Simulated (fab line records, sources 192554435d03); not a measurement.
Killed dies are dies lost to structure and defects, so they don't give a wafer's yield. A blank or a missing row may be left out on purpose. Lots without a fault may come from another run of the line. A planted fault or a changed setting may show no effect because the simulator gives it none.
Chamber matching | flow n5_finfet | N5_MOL_CONTACT_COAG_STRIP_72 on rie_diel-01: 4 sister chambers
The step strips in N2/H2. 8 wafers are shown with their chamber, then 7 later ones without.

WAFERS WITH THEIR CHAMBER
wafer  | chamber | showerhead_plenum_p_Torr (Torr) | drypump_motor_current_A (A)
L076.4 | 0       | 2.63                            | 5.35
L080.3 | 2       | 2.41                            | 5.79
L080.4 | 2       | 2.41                            | 5.78
L083.1 | 0       | 2.63                            | 5.36
L083.4 | 1       | 2.40                            | 5.65
L083.5 | 3       | 2.48                            | 5.23
L095.3 | 1       | 2.39                            | 5.64
L095.4 | 3       | 2.47                            | 5.28

WAFERS WITHOUT THEIR CHAMBER
wafer  | showerhead_plenum_p_Torr (Torr) | drypump_motor_current_A (A)
L095.5 | 2.39                            | 5.63
L096.2 | 2.46                            | 5.28
L096.3 | 2.61                            | 5.31
L096.5 | 2.61                            | 5.32
L097.2 | 2.61                            | 5.31
L097.4 | 2.39                            | 5.62
L097.6 | 2.39                            | 5.63

WHICH CHAMBER EACH WENT THROUGH
wafer  | from the rows above | in truth
L095.5 | 1                   | 1
L096.2 | 3                   | 3
L096.3 | 0                   | 0
L096.5 | 0                   | 0
L097.2 | 0                   | 0
L097.4 | 1                   | 1
L097.6 | 1                   | 1
Placed correctly: 7 of 7. Can't be placed from these rows: 0. Placed wrongly: 0.
How it was worked out, from the rows above alone: a wafer's distance from a chamber is the root of the sum, over the readings, of the square of ((its reading less the chamber's mean) divided by the reading's scatter). The wafer belongs to the nearest chamber; if the next one is less than 2 further off, it can't be placed. A chamber's mean is the mean of its shown wafers. The scatter: the root of (the sum of the squares of (reading less its chamber's mean) over the shown wafers, divided by (wafers less chambers)).
